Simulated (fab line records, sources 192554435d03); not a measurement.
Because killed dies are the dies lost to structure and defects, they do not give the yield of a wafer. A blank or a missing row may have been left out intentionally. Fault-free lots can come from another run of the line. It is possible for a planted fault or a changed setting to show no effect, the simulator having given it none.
Chamber matching + flow n5 finfet + N5_MOL_CONTACT_COAG_ETCH_106 on rie diel-03: 4 sister chambers
The step etches SOC in N2/H2, target depth 80 nm, overetch 16 nm, time 120 s. 4 wafers are shown with their chamber, then 11 later ones without.

== EACH WAFER AND ITS CHAMBER ==
| wafer  | chamber | drypump motor current A (A) |
|--------|---------|-----------------------------|
| L085.1 | 1       | 5.4                         |
| L088.1 | 3       | 6.5                         |
| L088.5 | 2       | 4.7                         |
| L089.3 | 0       | 5.2                         |

== WAFERS WHOSE CHAMBER IS MISSING ==
| wafer  | drypump motor current A (A) |
|--------|-----------------------------|
| L089.5 | 4.7                         |
| L089.6 | 6.4                         |
| L091.2 | 5.4                         |
| L091.3 | 5.2                         |
| L091.5 | 5.2                         |
| L093.1 | 6.5                         |
| L093.2 | 5.4                         |
| L093.6 | 5.2                         |
| L094.3 | 5.2                         |
| L094.4 | 6.5                         |
| L094.6 | 5.2                         |

== THE CHAMBER EACH PASSED THROUGH ==
| wafer  | from the rows above | in truth |
|--------|---------------------|----------|
| L089.5 | 2                   | 2        |
| L089.6 | 3                   | 3        |
| L091.2 | 1                   | 1        |
| L091.3 | 0                   | 0        |
| L091.5 | 0                   | 0        |
| L093.1 | 3                   | 3        |
| L093.2 | 1                   | 1        |
| L093.6 | 0                   | 0        |
| L094.3 | 0                   | 0        |
| L094.4 | 3                   | 3        |
| L094.6 | 0                   | 0        |
Placed correctly: 11 of 11. Left unplaced by these rows: 0. Number placed wrongly: 0.
How it was worked out, from the rows above alone: a wafer's distance from a chamber is the root of the sum, over the readings, of the square of ((its reading less the chamber's mean) divided by the reading's scatter). If the next closest chamber is less than 2 further off than the closest, the wafer can't be placed; otherwise it belongs to the closest. Each chamber's mean is taken over the wafers shown for it. The scatter: with one shown wafer a chamber, the root of the mean of the squares of how far each hidden wafer lies from its nearest shown one.
